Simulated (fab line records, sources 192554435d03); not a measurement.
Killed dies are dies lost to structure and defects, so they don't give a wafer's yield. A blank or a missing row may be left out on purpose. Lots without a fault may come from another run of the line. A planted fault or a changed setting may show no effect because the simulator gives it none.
Split-lot experiment | flow n5_finfet | 7 lots, 39 wafers read, on a route of 1938 steps

THE SPLIT
At N5_MOL_CONTACT_COAG_ETCH_110 (etches Si in CF4/O2, target depth 2.5 nm, time 8 s), the setting source_w was moved away from the recipe's 200 W on 15 of the 39 wafers read, by -17.9% to +7.5%. The other wafers ran this setting at the recipe's value.

The reading is taken at the split's own step.

THE READING
etch.depth_nm (the simulator's own value, which no gauge read), in nm, at N5_MOL_CONTACT_COAG_ETCH_110 (etches Si in CF4/O2, target depth 2.5 nm, time 8 s). The file gives no usual value for it. The 24 wafers here that ran the recipe average 2.513 nm, standard deviation 0.064 nm.

wafer  | tool, chamber at the split | source_w as run, W | against the recipe | etch.depth_nm, nm | against lot-mates on the recipe
L078.1 | rie_diel-06, 3             | 200                | recipe             | 2.616             | -
L078.2 | rie_diel-06, 2             | 181                | -9.5%              | 2.261             | -0.242
L078.3 | rie_diel-06, 1             | 181                | -9.5%              | 2.338             | -0.165
L078.4 | rie_diel-06, 0             | 200                | recipe             | 2.437             | -
L078.5 | rie_diel-06, 3             | 181                | -9.5%              | 2.403             | -0.100
L078.6 | rie_diel-06, 2             | 200                | recipe             | 2.456             | -
L080.1 | rie_diel-06, 2             | 215                | +7.5%              | 2.66              | +0.166
L080.2 | rie_diel-06, 1             | 200                | recipe             | 2.553             | -
L080.3 | rie_diel-06, 3             | 215                | +7.5%              | 2.811             | +0.317
L080.4 | rie_diel-06, 0             | 200                | recipe             | 2.464             | -
L080.6 | rie_diel-06, 0             | 200                | recipe             | 2.464             | -
L080.5 | rie_diel-06, 3             | 215                | +7.5%              | 2.797             | +0.303
L084.1 | rie_diel-01, 0             | 164.1              | -17.9%             | 2.046             | -0.466
L084.2 | rie_diel-01, 3             | 200                | recipe             | 2.488             | -
L084.3 | rie_diel-01, 1             | 200                | recipe             | 2.513             | -
L084.4 | rie_diel-01, 2             | 164.1              | -17.9%             | 2.13              | -0.382
L084.5 | rie_diel-01, 1             | 200                | recipe             | 2.536             | -
L084.6 | rie_diel-01, 2             | 164.1              | -17.9%             | 2.138             | -0.374
L087.1 | rie_diel-06, 2             | 200                | recipe             | 2.524             | -
L087.2 | rie_diel-06, 1             | 200                | recipe             | 2.557             | -
L087.3 | rie_diel-06, 0             | 200                | recipe             | 2.462             | -
L087.4 | rie_diel-06, 3             | 200                | recipe             | 2.661             | -
L087.5 | rie_diel-06, 2             | 200                | recipe             | 2.515             | -
L087.6 | rie_diel-06, 1             | 200                | recipe             | 2.558             | -
L089.1 | rie_diel-06, 3             | 174.1              | -13.0%             | 2.302             | -0.163
L089.2 | rie_diel-06, 1             | 200                | recipe             | 2.548             | -
L089.3 | rie_diel-06, 2             | 174.1              | -13.0%             | 2.203             | -0.262
L089.4 | rie_diel-06, 0             | 200                | recipe             | 2.428             | -
L089.5 | rie_diel-06, 0             | 200                | recipe             | 2.418             | -
L089.6 | rie_diel-06, 1             | 174.1              | -13.0%             | 2.26              | -0.205
L090.1 | rie_diel-06, 0             | 200                | recipe             | 2.412             | -
L090.2 | rie_diel-06, 3             | 200                | recipe             | 2.588             | -
L090.3 | rie_diel-06, 1             | 200                | recipe             | 2.54              | -
L093.1 | rie_diel-06, 1             | 200                | recipe             | 2.552             | -
L093.2 | rie_diel-06, 3             | 182.6              | -8.7%              | 2.425             | -0.098
L093.3 | rie_diel-06, 0             | 200                | recipe             | 2.447             | -
L093.4 | rie_diel-06, 0             | 182.6              | -8.7%              | 2.265             | -0.258
L093.5 | rie_diel-06, 1             | 200                | recipe             | 2.57              | -
L093.6 | rie_diel-06, 3             | 182.6              | -8.7%              | 2.435             | -0.088

THE FIT
A straight line over all 39 wafers: etch.depth_nm changes by +0.0225 nm for each +1% of source_w; r = +0.91; the points scatter about the line by 0.069 nm.
The same after taking each lot's own level away (the mean of its wafers on the recipe; 39 wafers): +0.022 nm for each +1%; r = +0.91; scatter 0.069 nm.
On that fit, the largest move of source_w shifts the reading by 0.4 nm.
The lots' own levels span 2.4647 to 2.5462 nm, that is 1.3 times the standard deviation above.
So the lot-to-lot level changes the slope little: the two slopes agree.
Check: with one of the wafers moved furthest among these (-17.9%) left out of the fit, the line predicts -0.36 nm for it against its lot-mates. It came out at -0.466 nm against them.

OTHER SPLITS ON THESE WAFERS
These wafers also went through other splits before the reading. Each is held against what the fit with the lots' levels taken away leaves over:
other split on the same wafers       | wafers away from the commonest value | r with etch.depth_nm (lot level and that fit taken away)
N5_DUMMY_GATE_ETCH_31 target_depth_a | 9                                    | +0.07
N5_HKMG_FIN_ETCH_54 source_w         | 18                                   | -0.11
N5_GATE_CUT_ETCH_56 icp_w            | 12                                   | +0.25

THE FILE'S OWN FIT
etch.depth_nm changes by +0.0209 nm for each +1% of source_w, r = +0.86.
